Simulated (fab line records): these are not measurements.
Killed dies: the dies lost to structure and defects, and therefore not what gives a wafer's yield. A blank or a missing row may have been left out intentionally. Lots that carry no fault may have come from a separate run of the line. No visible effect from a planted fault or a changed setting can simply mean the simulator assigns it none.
fab line records	flow nand-harc	part 2 of 2: steps 5 to 6 of 6
record: lots: 22	wafers: 66	last-day: 34
route steps=1302 shown A_CONTACT@1006
lots that met no fault: taken from a fault-free run of the same line
start-h: start of the lot's first displayed wafer, in hours after the record's first day	wait-h: hours since the lot's step before	" same as the row above	L1.1+2: a row that stands for several wafers	- value missing, or start not given	* or withheld: withheld	< > ~ a bound
route shown NAME@n: names a module that has steps shown in the file, with the first one's number in the route	usual: mean/standard deviation of fault-free wafers	same: alike in all rows	chamber/n: place in a boat	sites: readings site by site	_std_site: the standard deviation of these	_edge_site: the outer-site mean with the inner-site mean subtracted	radius-mm: how far each site lies from the wafer's centre	mask NAME#n: copy n	behind: the last tool/chamber to shape the wafer	hold: cause of the lot's hold/its duration in hours/its outcome	device: whichever transistor did not switch (one of n, p or np)	end of line: tests of these same wafers at the route's end	where a step has no rows: the recipe by itself	killed: count of dies lost to structure and defects at first sort (not the wafer's yield)	map: the dies of a wafer, with x for killed, . for not killed, _ for no die there
set.NAME: setting as actually run; set.NAME@STEP: the setting as run at that earlier step	model.NAME: the simulator's own value behind a step, which no gauge read
route steps across a sampled set of lots; one table per step, one row per wafer
services: when a tool's chamber went out of use (start-h, in hours from the record's first day, below 0 if earlier), for how many hours, and the reason
== steps ==
step: NHARC_A_CONTACT_ETCH_89
recipe: target-depth-a: 2600	over-etch-frac: 0.3	time-s: 475.3	ion-energy-ev: 200	n2-flow-sccm: 150	h2-flow-sccm: 150	ar-flow-sccm: 0	rf-w: 400	bias-w: 150	chemistry: N2/H2
usual: drypump-motor-current-A: 5.98/0.29	oes-product-au: 1.002/0.0093	rf-vpp-V: 432.5/2.3	showerhead-plenum-p-Torr: 2.11/0.078	throttle-valve-pct: 14.171/0.009
same: over-etch-frac: 0.3
lot.wafer	tool	chamber	start-h	wait-h	drypump-motor-current-A	oes-product-au	rf-hours-counter-h	rf-vpp-V	showerhead-plenum-p-Torr	throttle-valve-pct
L074.2	rie-diel-04	1	-	-	5.35	0.994	49	435.2	2.18	14.165
L074.3	"	2	"	"	5.71	0.975	47	432.3	2.04	14.167
L074.5	"	0	"	"	5.19	1.001	-	426.2	1.91	14.169
L075.1	rie-diel-07	1	-	-	5.91	1.007	7	432.1	2.13	14.179
L075.2	"	3	"	"	6.23	1.017	8	431.7	2.09	14.180
L075.4	"	0	"	"	6.20	1.000	7	431.0	2.13	14.169
L076.2	rie-diel-07	1	-	-	5.94	1.011	8	432.0	2.13	14.174
L076.1	"	3	"	"	6.25	1.013	8	433.8	2.09	14.164
L076.6	"	0	"	"	6.18	1.018	-	431.5	2.13	14.177
L077.2	rie-diel-07	3	-	-	6.25	1.010	9	433.1	2.09	14.180
L077.6	"	2	"	"	6.05	1.014	-	434.9	2.20	14.171
L077.5	"	3	"	"	6.27	1.009	-	432.1	2.09	14.170
L078.2	rie-diel-07	2	-	-	6.09	1.008	12	435.4	2.20	14.147
L078.3	"	0	"	"	6.15	1.013	11	432.4	2.13	14.173
L078.6	"	3	"	"	6.25	1.004	-	432.5	2.09	14.165
L080.3	rie-diel-07	1	-	-	5.93	0.995	17	432.8	2.12	14.171
L080.2	"	0	"	"	6.14	0.999	17	431.6	2.12	14.151
L080.5	"	1	"	"	5.91	0.993	-	434.1	2.12	14.170
L081.3	rie-diel-07	3	-	-	6.23	1.000	19	431.3	2.09	14.179
L081.5	"	2	"	"	6.07	1.012	-	436.7	2.20	14.178
L081.6	"	3	"	"	6.22	0.994	-	431.7	2.09	14.168
L083.2	rie-diel-11	3	-	-	5.82	1.008	52	435.9	2.20	14.155
L083.5	"	2	"	"	5.55	0.998	-	426.1	1.87	14.178
L083.6	"	3	"	"	5.80	0.996	-	434.7	2.20	14.163
L082.3	rie-diel-07	1	-	-	5.95	1.009	24	434.4	2.12	14.170
L082.2	"	2	"	"	6.06	1.015	21	436.4	2.20	14.181
L082.4	"	0	"	"	6.18	1.007	25	431.4	2.12	14.160
L084.1	rie-diel-07	0	-	-	6.20	1.013	26	432.0	2.12	14.170
L084.2	"	1	"	"	5.95	1.003	26	432.7	2.12	14.177
L084.4	"	2	"	"	6.08	1.011	23	434.2	2.20	14.171
L085.3	rie-diel-07	0	-	-	6.16	1.007	27	432.5	2.12	14.187
L085.1	"	2	"	"	6.09	1.008	24	434.2	2.20	14.181
L085.6	"	1	"	"	5.96	1.003	-	433.3	2.12	14.183
L086.1	rie-diel-04	1	-	-	5.36	1.001	36	433.6	2.16	14.168
L086.6	"	0	"	"	5.20	1.001	-	426.8	1.90	14.166
L086.5	"	1	"	"	5.37	1.011	-	434.8	2.16	14.173
L087.4	rie-diel-11	1	-	-	5.76	0.982	9	432.7	2.09	14.174
L087.3	"	0	"	"	6.39	0.991	7	428.3	1.99	14.171
L087.6	"	2	"	"	5.54	0.999	-	436.5	2.21	14.183
L088.3	rie-diel-11	3	-	-	5.82	0.998	9	434.7	2.19	14.170
L088.6	"	1	"	"	5.78	0.989	-	431.0	2.09	14.171
L088.5	"	2	"	"	5.55	1.001	-	434.9	2.21	14.160
L091.3	rie-diel-07	3	-	-	6.26	0.997	2	432.6	2.08	14.170
L091.1	"	0	"	"	6.16	1.015	2	434.0	2.12	14.180
L091.2	"	1	"	"	5.91	0.996	2	431.6	2.12	14.183
L089.3	rie-diel-07	3	-	-	6.27	0.996	3	430.9	2.08	14.179
L089.4	"	0	"	"	6.17	1.005	2	431.7	2.12	14.172
L089.6	"	2	"	"	6.07	0.993	-	433.5	2.19	14.169
L092.4	rie-diel-04	0	-	-	5.18	1.001	39	427.8	1.90	14.160
L092.5	"	2	"	"	5.73	1.011	-	429.0	2.01	14.179
L092.6	"	3	"	"	6.24	0.998	-	428.7	1.99	14.164
L094.3	rie-diel-11	0	-	-	6.42	0.997	24	429.4	1.98	14.163
L094.1	"	1	"	"	5.77	1.000	30	433.3	2.08	14.160
L094.2	"	2	"	"	5.56	1.008	32	435.4	2.21	14.178
L093.3	rie-diel-11	1	-	-	5.78	0.994	32	432.6	2.08	14.177
L093.1	"	2	"	"	5.51	1.020	34	436.4	2.21	14.168
L093.4	"	0	"	"	6.43	0.998	26	427.6	1.98	14.164
L095.4	rie-diel-07	1	-	-	5.91	0.989	8	431.9	2.12	14.166
L095.6	"	3	"	"	6.23	0.999	-	432.2	2.08	14.156
L095.5	"	0	"	"	6.18	1.002	-	432.0	2.12	14.171
L097.2	rie-diel-11	1	-	-	5.80	0.982	47	432.4	2.08	14.174
L097.3	"	2	"	"	5.54	1.009	50	434.5	2.20	14.174
L097.5	"	0	"	"	6.44	0.992	-	428.5	1.97	14.164
L096.3	rie-diel-07	3	-	-	6.26	1.003	14	430.1	2.08	14.171
L096.2	"	2	"	"	6.11	0.986	14	434.8	2.19	14.171
L096.6	"	3	"	"	6.25	1.000	-	430.7	2.08	14.159
step: NHARC_A_CONTACT_ETCH_98
recipe: target-depth-a: 200	over-etch-frac: 0.5	time-s: 10	ion-energy-ev: 250	c4f6-flow-sccm: 25	o2-flow-sccm: 20	ar-flow-sccm: 500	rf-w: 600	bias-w: 500	chemistry: C4F6/O2
usual: drypump-motor-current-A: 6.0/0.32	oes-product-au: 0.958/0.018	rf-vpp-V: 549/3.2	showerhead-plenum-p-Torr: 4.00/0.15	throttle-valve-pct: 26.903/0.0089
same: over-etch-frac: 0.5
lot.wafer	tool	chamber	start-h	wait-h	drypump-motor-current-A	oes-product-au	rf-hours-counter-h	rf-vpp-V	showerhead-plenum-p-Torr	throttle-valve-pct
L074.2	rie-diel-04	0	-	-	5.2	0.946	49	543	3.71	26.900
L074.3	"	1	"	"	5.4	0.945	50	552	4.16	26.897
L074.5	"	0	"	"	5.2	0.952	-	542	3.71	26.908
L075.4	rie-diel-07	2	-	-	6.1	0.963	10	552	4.20	26.891
L075.1	"	3	"	"	6.3	0.955	9	548	4.01	26.918
L075.2	"	1	"	"	5.9	0.943	9	549	4.07	26.900
L076.1	rie-diel-11	0	-	-	6.4	0.968	26	545	3.85	26.915
L076.2	"	3	"	"	5.8	0.986	24	552	4.21	26.902
L076.6	"	1	"	"	5.8	0.960	-	549	4.03	26.909
L077.2	rie-diel-04	3	527.57	0.1	6.3	0.985	55	545	3.88	26.905
L077.5	"	3	"	"	6.3	1.000	-	545	3.88	26.891
L077.6	"	1	"	"	5.4	0.999	-	551	4.16	26.904
L078.2	rie-diel-11	1	-	-	5.8	0.935	38	550	4.02	26.897
L078.3	"	3	"	"	5.8	0.958	31	552	4.21	26.894
L078.6	"	2	"	"	5.5	0.935	-	542	3.65	26.913
L080.2	rie-diel-07	1	-	-	5.9	0.953	18	550	4.07	26.914
L080.3	"	0	"	"	6.2	0.959	17	549	4.07	26.911
L080.5	"	2	"	"	6.1	0.963	-	553	4.20	26.894
L081.3	rie-diel-07	3	-	-	6.2	0.955	19	549	4.00	26.899
L081.6	"	1	"	"	5.9	0.954	-	550	4.07	26.920
L081.5	"	2	"	"	6.1	0.978	-	552	4.19	26.903
L083.2	rie-diel-11	2	-	-	5.6	0.949	55	541	3.64	26.893
L083.6	"	0	"	"	6.5	0.946	-	546	3.84	26.902
L083.5	"	1	"	"	5.8	0.934	-	548	4.02	26.913
L082.3	rie-diel-07	2	-	-	6.1	0.946	23	552	4.19	26.914
L082.2	"	3	"	"	6.2	0.955	26	549	4.00	26.902
L082.4	"	0	"	"	6.1	0.947	26	552	4.06	26.899
L084.2	rie-diel-07	1	-	-	5.9	0.951	26	548	4.06	26.882
L084.4	"	3	"	"	6.3	0.956	27	549	4.00	26.894
L084.1	"	0	"	"	6.2	0.951	26	550	4.06	26.898
L085.3	rie-diel-07	2	-	-	6.1	0.968	24	551	4.19	26.911
L085.1	"	3	"	"	6.2	0.955	28	549	4.00	26.895
L085.6	"	1	"	"	5.9	0.965	-	549	4.06	26.906
L086.1	rie-diel-11	3	-	-	5.9	0.954	8	552	4.19	26.898
L086.6	"	0	"	"	6.5	0.949	-	546	3.83	26.909
L086.5	"	1	"	"	5.8	0.958	-	549	4.01	26.888
L087.4	rie-diel-04	3	-	-	6.3	1.003	38	545	3.85	26.903
L087.3	"	1	"	"	5.4	0.985	39	550	4.13	26.898
L087.6	"	3	"	"	6.3	0.996	-	546	3.85	26.895
L088.3	rie-diel-11	1	-	-	5.8	0.937	12	547	4.01	26.917
L088.6	"	3	"	"	5.8	0.938	-	553	4.19	26.902
L088.5	"	0	"	"	6.4	0.930	-	547	3.83	26.917
L091.1	rie-diel-04	3	665.66	0.1	6.3	0.973	40	546	3.85	26.903
L091.2	"	0	"	"	5.2	0.971	30	541	3.69	26.919
L091.3	"	2	"	"	5.7	0.973	40	546	3.88	26.901
L089.3	rie-diel-04	0	669.96	0.1	5.2	0.966	33	542	3.69	26.908
L089.6	"	0	"	"	5.2	0.966	-	541	3.69	26.908
L089.4	"	2	"	"	5.7	0.976	-	548	3.88	26.906
L092.4	rie-diel-07	0	-	-	6.2	0.962	5	551	4.06	26.908
L092.6	"	0	"	"	6.2	0.957	-	552	4.05	26.914
L092.5	"	1	"	"	5.9	0.939	-	551	4.06	26.902
L094.3	rie-diel-04	1	-	-	5.4	0.956	50	551	4.12	26.901
L094.2	"	2	"	"	5.7	0.954	52	545	3.88	26.890
L094.1	"	3	"	"	6.2	0.968	49	546	3.84	26.906
L093.1	rie-diel-11	0	-	-	6.4	0.935	26	544	3.82	26.893
L093.3	"	1	"	"	5.8	0.947	33	549	3.99	26.900
L093.4	"	2	"	"	5.6	0.957	34	551	4.20	26.912
L095.4	rie-diel-07	1	-	-	5.9	0.957	8	549	4.06	26.904
L095.5	"	0	"	"	6.2	0.966	-	549	4.05	26.906
L095.6	"	1	"	"	6.0	0.967	-	549	4.05	26.898
L097.2	rie-diel-07	1	-	-	6.0	0.927	13	550	4.05	26.911
L097.3	"	0	"	"	6.2	0.938	10	549	4.05	26.914
L097.5	"	2	"	"	6.1	0.922	-	552	4.18	26.901
L096.2	rie-diel-07	1	-	-	6.0	0.938	15	548	4.05	26.901
L096.3	"	2	"	"	6.0	0.930	15	553	4.18	26.910
L096.6	"	1	"	"	5.9	0.946	-	549	4.05	26.876
== services ==
tool	chamber	start-h	hours	kind
rie-diel-07	-	471.20	9.0	pm
rie-diel-07	0	471.20	9.0	vent-cycle
rie-diel-07	1	471.20	9.0	vent-cycle
rie-diel-07	2	471.20	9.0	vent-cycle
rie-diel-07	3	471.20	9.0	vent-cycle
rie-diel-07	0	480.20	-	clean
rie-diel-07	1	480.20	-	clean
rie-diel-07	2	480.20	-	clean
rie-diel-07	3	480.20	-	clean
har-cap-etch-01	-	497.00	17.0	pm
rie-diel-07	0	504.70	-	clean
rie-diel-04	0	518.99	65.0	repair
rie-diel-04	-	533.58	9.0	pm
har-cap-etch-02	-	551.44	0.2	repair
rie-diel-07	2	563.04	10.5	repair
rie-diel-11	-	609.92	9.0	pm
rie-diel-04	-	617.11	0.4	repair
rie-diel-07	-	648.20	9.0	pm
rie-diel-04	1	661.86	9.7	repair
rie-diel-07	0	670.15	9.9	repair
rie-diel-04	3	678.08	5.6	repair
rie-diel-04	-	710.58	9.0	pm
har-cap-etch-02	-	754.00	17.0	pm
rie-diel-11	1	754.12	3.4	repair
